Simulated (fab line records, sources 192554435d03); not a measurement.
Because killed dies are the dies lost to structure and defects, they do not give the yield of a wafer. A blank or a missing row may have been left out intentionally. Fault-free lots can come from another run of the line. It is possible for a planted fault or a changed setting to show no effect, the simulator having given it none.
A struck lot beside a sound one | flow n5Finfet | 14 steps out of a route of 1938
Sound: wafers L812.2, L812.3, L812.6. Wafers struck: L821.1, L821.4, L821.6. At the end, the cause is stated.
For every step that has rows: the tool of each side, followed by ch and its chambers, followed by its first start. Under that, the readings that differ: sound wafers | struck wafers | difference of the means | sigmas: that difference in standard deviations of wafers without a fault.
alike: readings with means less than 2 such deviations apart, plus words and numbers identical on both sides. not compared: withheld readings, readings lacking a value on some wafer, bounds such as >300 that could conceal the same value, and numbers that have no deviation in the record and whose values overlap.
Wherever a step has rows on one side only, a row that says differs or no value, or a row with sigmas, the two part there. Non-overlapping numbers with no deviation appear without sigmas and do not part them. Lack of a reading on every wafer of one side parts them only where that side has two or more wafers.

first, 9 steps without rows for these wafers: N5_BEOL_M1_EBR_24; N5_BEOL_M1_SOFTBAKE_23 (time 60 s); N5_BEOL_M1_EXPOSE_25 (exposes mask V0, defocus 5 nm, target cd 24 nm); N5_BEOL_M1_PEB_26 (peb time 60 s); N5_BEOL_M1_DEVELOP_27 (develop time 30 s); N5_BEOL_M1_DESCUM_33 (chemistry O2, time 7 s); N5_BEOL_M1_ETCH_77 (etches underlayer in N2/H2, target depth 6.5 nm, time 5.2 s); N5_BEOL_M1_ETCH_69 (etches SiARC in CF4, target depth 15.6 nm, time 26 s); N5_BEOL_M1_ALD_98 (deposits SiO2, target thk 2.5 nm, pulse time 1 s, co reactant pulse time 1 s).
N5_BEOL_M1_ETCHBACK_99: etches SiO2 in CHF3, target depth 5 nm, time 10.4 s.
  sound on rieDiel-02 ch 0,1, day 6 19:02; struck on rieDiel-06 ch 1,3, day 8 21:05
  no value came back on the struck wafers for any of 7 readings (CHF3_flow_sccm (sccm), biasW (W) and others); on the sound wafers CHF3_flow_sccm (sccm) reads 12.00 12.06 12.02
reading                                     | sound          | struck         | difference | sigmas
model.CAR-EUV_of_BEOL_M1_COAT_22.thkNm (nm) | 10.4 10.4 10.4 | 11.2 11.2 11.2 | +0.8       | 
  not compared: rfHoursCounterH
N5_BEOL_M1_ETCH_70: etches SOC in N2/H2, target depth 80 nm, overetch 16 nm, time 120 s.
  sound on rieDiel-02 ch 0,1, day 6 19:04; struck on rieDiel-06 ch 1,3, day 8 21:07
reading             | sound             | struck            | difference | sigmas
oesProductAu (a.u.) | 0.69 0.63 0.63    | 0.30 0.31 0.30    | -0.35      | -8
rfVppV (V)          | 528.4 524.9 524.6 | 521.3 521.1 522.2 | -4.4       | -2
  alike: drypumpMotorCurrentA, h2FlowSccm, showerheadPlenumPTorr, throttleValvePct
  not compared: rfHoursCounterH
then, 1 step without rows for these wafers: N5_BEOL_M1_STRIP_71 (strips in N2/H2).
N5_BEOL_M4_RC_MEAS_101:
  the record has rows for the sound wafers here (prober-01 ch 0, day 9 09:25) and none for the struck ones
-- the record jumps here: 7 days lie between the struck wafers' starts before and after (it left off in module BEOL_M4 and takes up again in module PASSIVATION, whose first step shown is number 1936 of the route) --
N5_PASSIVATION_PROBE_49:
  only the struck wafers here have rows in the record (prober-01, day 16 07:25); the sound ones have none

WHERE THEY PART
At N5_BEOL_M1_ETCHBACK_99 first; at N5_PASSIVATION_PROBE_49 last (within this record only).

WHY: what the simulator had put in
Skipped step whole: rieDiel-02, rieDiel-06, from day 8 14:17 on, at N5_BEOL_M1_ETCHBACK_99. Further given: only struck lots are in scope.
